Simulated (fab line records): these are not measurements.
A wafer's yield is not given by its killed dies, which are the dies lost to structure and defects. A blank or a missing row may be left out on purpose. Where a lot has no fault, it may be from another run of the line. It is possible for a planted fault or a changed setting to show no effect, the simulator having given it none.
Matching of chambers / flow n5Finfet / 3 sister chambers for N5_BEOL_M4_CO_CAP_55 on cvdCo-02
The step material Co, precursor CCTBA/H2, target thk 2 nm, time 102.1 s. 6 wafers are shown with their chamber, then 11 later ones without.

== EACH WAFER AND ITS CHAMBER ==
wafer=L085.4; chamber=0; heaterPowerW (W)=222
wafer=L085.6; chamber=2; heaterPowerW (W)=265
wafer=L090.3; chamber=1; heaterPowerW (W)=235
wafer=L090.4; chamber=2; heaterPowerW (W)=264
wafer=L090.6; chamber=0; heaterPowerW (W)=232
wafer=L091.1; chamber=1; heaterPowerW (W)=233

== WAFERS WHOSE CHAMBER IS MISSING ==
wafer=L091.3; heaterPowerW (W)=270
wafer=L091.5; heaterPowerW (W)=225
wafer=L093.1; heaterPowerW (W)=268
wafer=L093.3; heaterPowerW (W)=235
wafer=L093.4; heaterPowerW (W)=222
wafer=L094.1; heaterPowerW (W)=221
wafer=L094.5; heaterPowerW (W)=271
wafer=L094.6; heaterPowerW (W)=221
wafer=L097.2; heaterPowerW (W)=265
wafer=L097.3; heaterPowerW (W)=230
wafer=L097.6; heaterPowerW (W)=233

== WHICH CHAMBER EACH WENT THROUGH ==
wafer=L091.3; from the rows above=2; in truth=2
wafer=L091.5; from the rows above=can't be placed: 0 or 1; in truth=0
wafer=L093.1; from the rows above=2; in truth=2
wafer=L093.3; from the rows above=can't be placed: 1 or 0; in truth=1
wafer=L093.4; from the rows above=can't be placed: 0 or 1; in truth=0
wafer=L094.1; from the rows above=can't be placed: 0 or 1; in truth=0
wafer=L094.5; from the rows above=2; in truth=2
wafer=L094.6; from the rows above=can't be placed: 0 or 1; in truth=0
wafer=L097.2; from the rows above=2; in truth=2
wafer=L097.3; from the rows above=can't be placed: 0 or 1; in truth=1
wafer=L097.6; from the rows above=can't be placed: 1 or 0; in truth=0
Correctly placed: 4 of 11. Can't be placed from these rows: 7 (the true chamber is among the candidates in 7). Number placed wrongly: 0.
How it was worked out, from the rows above alone: a wafer's distance from a chamber is the root of the sum, over the readings, of the square of ((its reading less the chamber's mean) divided by the reading's scatter). If the next closest chamber is less than 2 further off than the closest, the wafer can't be placed; otherwise it belongs to the closest. The mean given for a chamber averages the wafers shown for that chamber. The scatter: the root of (the sum of the squares of (reading less its chamber's mean) over the shown wafers, divided by (wafers less chambers)).
